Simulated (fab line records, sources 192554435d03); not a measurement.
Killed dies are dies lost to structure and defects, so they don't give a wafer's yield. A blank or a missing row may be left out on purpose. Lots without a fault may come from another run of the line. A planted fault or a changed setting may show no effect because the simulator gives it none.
A struck lot beside a sound one | flow n5_finfet | 14 steps out of a route of 1938
Sound: wafers L162.2, L162.3, L162.5. Struck: wafers L169.3, L169.5, L169.6. The cause comes at the end.
At each step with rows: each side's tool, then ch and its chambers, then its first start. Under that, the readings that differ: sound wafers | struck wafers | difference of the means | sigmas: that difference in standard deviations of wafers without a fault.
alike: readings whose means differ by less than 2 such deviations, and words and numbers that are the same on both sides. not compared: withheld readings, readings that some wafer has no value for, bounds like >300 that may hide the same value, and numbers for which the record gives no deviation and whose values overlap.
The two part at a step that has a row with sigmas, a row that says differs or no value, or rows on one side only. Numbers that don't overlap but have no deviation are shown without sigmas and don't part them. A reading that every wafer of one side lacks parts them only if that side has two wafers or more.

N5_BEOL_M0_SAQP_ETCH_88: etches underlayer in N2/H2, target depth 6.5 nm, time 5.2 s.
  sound on rie_diel-06 ch 2,3, day 8 10:29; struck on rie_diel-03 ch 2,3, day 9 22:01
  alike: drypump_motor_current_A, etch_rf_on_time_s, oes_product_au, rf_vpp_V, showerhead_plenum_p_Torr, throttle_valve_pct
  not compared: rf_hours_counter_h
N5_BEOL_M0_SAQP_ETCH_73: etches SiARC in CF4, target depth 19.5 nm, time 32.5 s.
  sound on rie_diel-06 ch 2,3, day 8 10:29; struck on rie_diel-03 ch 2,3, day 9 22:02
  alike: drypump_motor_current_A, etch_rf_on_time_s, oes_product_au, rf_vpp_V, showerhead_plenum_p_Torr, throttle_valve_pct
  not compared: rf_hours_counter_h
N5_BEOL_M0_SAQP_CUT_ETCH_46: etches SOC in N2/H2, target depth 135 nm, overetch 27 nm, time 202.5 s.
  sound on rie_diel-06 ch 2,3, day 8 10:31; struck on rie_diel-03 ch 2,3, day 9 22:04
  alike: drypump_motor_current_A, rf_vpp_V, showerhead_plenum_p_Torr, throttle_valve_pct
  not compared: rf_hours_counter_h
then, 3 steps without rows for these wafers: N5_BEOL_M0_SAQP_STRIP_74 (strips in N2/H2); N5_BEOL_M0_SAQP_STRIP_89 (strips in N2/H2); N5_BEOL_M0_SAQP_ALD_48 (deposits SiO2, target thk 20 nm, pulse time 1 s, co reactant pulse time 1 s).
N5_BEOL_M0_SAQP_ETCH_49: etches SiO2 in CF4/O2, target depth 37 nm.
  sound on rie_diel-06 ch 1,2,3, day 8 13:13; struck on rie_diel-06 ch 0,1, day 9 22:48
  alike: drypump_motor_current_A, oes_product_au, rf_vpp_V, showerhead_plenum_p_Torr, throttle_valve_pct
  not compared: rf_hours_counter_h
N5_BEOL_M0_SAQP_STRIP_75: strips in CF4.
  sound on rie_diel-06 ch 1,2,3, day 8 13:19; struck on rie_diel-06 ch 0,1, day 9 22:54
  alike: drypump_motor_current_A, oes_product_au, rf_vpp_V, showerhead_plenum_p_Torr, throttle_valve_pct
  not compared: rf_hours_counter_h
then, 4 steps without rows for these wafers: N5_BEOL_M0_CUTY_COAT_50 (time 60 s, resist thk 15 nm); N5_BEOL_M0_CUTY_COAT_51 (resist thk 150 nm); N5_BEOL_M0_CUTY_EBR_52; N5_BEOL_M0_CUTY_SOFTBAKE_53 (time 60 s).
N5_BEOL_M0_CUTY_EXPOSE_54: exposes mask M0 ABLK.
  sound on arfi_scanner-02 ch 0, day 8 13:28; struck on arfi_scanner-03, day 9 23:03
  no value came back on the struck wafers for exposure_dose_mJ_cm2, focus_offset_nm (nm); on the sound wafers exposure_dose_mJ_cm2 reads 35.96 36.00 35.95
  alike: mask
then, 1 step without rows for these wafers: N5_BEOL_M0_CUTY_PEB_55 (peb time 60 s).

WHERE THEY PART
Only at N5_BEOL_M0_CUTY_EXPOSE_54, within this record.

WHY: what the simulator had put in
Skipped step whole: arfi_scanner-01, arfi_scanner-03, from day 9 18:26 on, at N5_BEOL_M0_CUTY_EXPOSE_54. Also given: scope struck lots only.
